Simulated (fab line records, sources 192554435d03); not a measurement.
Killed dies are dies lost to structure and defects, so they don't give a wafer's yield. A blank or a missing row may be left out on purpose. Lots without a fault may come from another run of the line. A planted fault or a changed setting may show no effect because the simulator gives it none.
Chamber matching | flow n5_finfet | N5_BEOL_M9_STRIP_67 on rie_diel-06: 4 sister chambers
The step strips in CF4. 16 wafers are shown with their chamber, then 8 later ones without.

WAFERS WITH THEIR CHAMBER
wafer  | chamber | drypump_motor_current_A (A) | throttle_valve_pct (%) | oes_product_au (a.u.)
L074.1 | 0       | 5.76                        | 13.92                  | 0.69
L074.2 | 3       | 5.93                        | 13.17                  | 0.85
L074.5 | 0       | 5.75                        | 13.93                  | 0.69
L075.1 | 3       | 5.92                        | 13.17                  | 0.84
L075.2 | 0       | 5.75                        | 13.94                  | 0.70
L075.3 | 2       | 5.40                        | 13.53                  | 0.72
L077.2 | 1       | 5.29                        | 13.81                  | 0.69
L077.3 | 0       | 5.78                        | 13.94                  | 0.69
L077.5 | 2       | 5.47                        | 13.52                  | 0.72
L078.2 | 2       | 5.40                        | 13.52                  | 0.72
L078.3 | 3       | 5.89                        | 13.18                  | 0.85
L078.6 | 1       | 5.31                        | 13.81                  | 0.68
L080.4 | 3       | 5.85                        | 13.18                  | 0.83
L080.5 | 0       | 5.75                        | 13.95                  | 0.69
L080.6 | 1       | 5.31                        | 13.83                  | 0.68
L087.1 | 0       | 5.77                        | 13.40                  | 0.97

SIGNATURES (means of the wafers above)
reading                 | chamber 0 | chamber 1 | chamber 2 | chamber 3 | scatter within a chamber
drypump_motor_current_A | 5.7600    | 5.3033    | 5.4233    | 5.8975    | 0.0262
throttle_valve_pct      | 13.8467   | 13.8167   | 13.5233   | 13.1750   | 0.142
oes_product_au          | 0.7383    | 0.6833    | 0.7200    | 0.8425    | 0.0735
Rule: a wafer's distance from a chamber is the root of the sum, over the readings, of the square of ((its reading less the chamber's mean) divided by the reading's scatter). The wafer belongs to the nearest chamber; if the next one is less than 2 further off, it can't be placed. The scatter: the root of (the sum of the squares of (reading less its chamber's mean) over the shown wafers, divided by (wafers less chambers)).

WAFERS WITHOUT THEIR CHAMBER
wafer  | drypump_motor_current_A (A) | throttle_valve_pct (%) | oes_product_au (a.u.)
L087.5 | 5.89                        | 13.22                  | 0.82
L087.6 | 5.76                        | 13.39                  | 0.98
L089.1 | 5.91                        | 13.23                  | 0.82
L089.3 | 5.82                        | 13.39                  | 0.97
L089.4 | 5.90                        | 13.22                  | 0.82
L091.1 | 5.88                        | 13.25                  | 0.81
L091.4 | 5.77                        | 13.43                  | 0.92
L091.5 | 5.89                        | 13.25                  | 0.80

WHICH CHAMBER EACH WENT THROUGH
wafer  | from the rows above     | in truth
L087.5 | 3                       | 3
L087.6 | can't be placed: 0 or 3 | 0
L089.1 | 3                       | 3
L089.3 | can't be placed: 3 or 0 | 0
L089.4 | 3                       | 3
L091.1 | 3                       | 3
L091.4 | can't be placed: 0 or 3 | 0
L091.5 | 3                       | 3
Placed correctly: 5 of 8. Can't be placed from these rows: 3 (the true chamber is among the candidates in 3). Placed wrongly: 0.
